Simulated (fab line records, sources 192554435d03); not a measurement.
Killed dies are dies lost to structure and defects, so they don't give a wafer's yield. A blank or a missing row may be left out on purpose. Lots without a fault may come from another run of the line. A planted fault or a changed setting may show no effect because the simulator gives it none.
Chamber matching | flow n5_finfet | N5_BEOL_M3_DESCUM_33 on rie_diel-06: 4 sister chambers
The step chemistry O2, time 7 s. 16 wafers are shown with their chamber, then 8 later ones without.

WAFERS WITH THEIR CHAMBER
wafer  | chamber | throttle_valve_pct (%) | oes_product_au (a.u.) | showerhead_plenum_p_Torr (Torr)
L074.1 | 1       | 20.04                  | 0.75                  | 2.10
L074.3 | 2       | 20.87                  | 0.73                  | 2.09
L074.6 | 1       | 20.03                  | 0.75                  | 2.10
L078.2 | 1       | 20.05                  | 0.74                  | 2.09
L078.3 | 3       | 20.66                  | 0.73                  | 2.16
L078.6 | 2       | 20.88                  | 0.73                  | 2.09
L079.3 | 3       | 20.65                  | 0.72                  | 2.16
L079.5 | 1       | 20.04                  | 0.75                  | 2.09
L079.6 | 2       | 20.87                  | 0.73                  | 2.09
L083.1 | 2       | 20.90                  | 0.72                  | 2.08
L083.2 | 0       | 20.62                  | 0.95                  | 2.08
L083.4 | 1       | 20.05                  | 0.73                  | 2.09
L085.1 | 0       | 20.63                  | 0.95                  | 2.08
L085.3 | 3       | 20.66                  | 0.72                  | 2.15
L085.4 | 2       | 20.91                  | 0.71                  | 2.08
L088.1 | 1       | 20.08                  | 0.73                  | 2.09

SIGNATURES (means of the wafers above)
reading                  | chamber 0 | chamber 1 | chamber 2 | chamber 3 | scatter within a chamber
throttle_valve_pct       | 20.6250   | 20.0483   | 20.8860   | 20.6567   | 0.0156
oes_product_au           | 0.9500    | 0.7417    | 0.7240    | 0.7233    | 0.00851
showerhead_plenum_p_Torr | 2.0800    | 2.0933    | 2.0860    | 2.1567    | 0.00516
Rule: a wafer's distance from a chamber is the root of the sum, over the readings, of the square of ((its reading less the chamber's mean) divided by the reading's scatter). The wafer belongs to the nearest chamber; if the next one is less than 2 further off, it can't be placed. The scatter: the root of (the sum of the squares of (reading less its chamber's mean) over the shown wafers, divided by (wafers less chambers)).

WAFERS WITHOUT THEIR CHAMBER
wafer  | throttle_valve_pct (%) | oes_product_au (a.u.) | showerhead_plenum_p_Torr (Torr)
L088.3 | 20.68                  | 0.71                  | 2.15
L088.4 | 20.64                  | 0.93                  | 2.07
L089.1 | 20.68                  | 0.71                  | 2.15
L089.3 | 20.91                  | 0.72                  | 2.08
L089.6 | 20.65                  | 0.91                  | 2.07
L091.1 | 20.67                  | 0.71                  | 2.15
L091.4 | 20.62                  | 0.90                  | 2.07
L091.6 | 20.08                  | 0.73                  | 2.09

WHICH CHAMBER EACH WENT THROUGH
wafer  | from the rows above | in truth
L088.3 | 3                   | 3
L088.4 | 0                   | 0
L089.1 | 3                   | 3
L089.3 | 2                   | 2
L089.6 | 0                   | 0
L091.1 | 3                   | 3
L091.4 | 0                   | 0
L091.6 | 1                   | 1
Placed correctly: 8 of 8. Can't be placed from these rows: 0. Placed wrongly: 0.
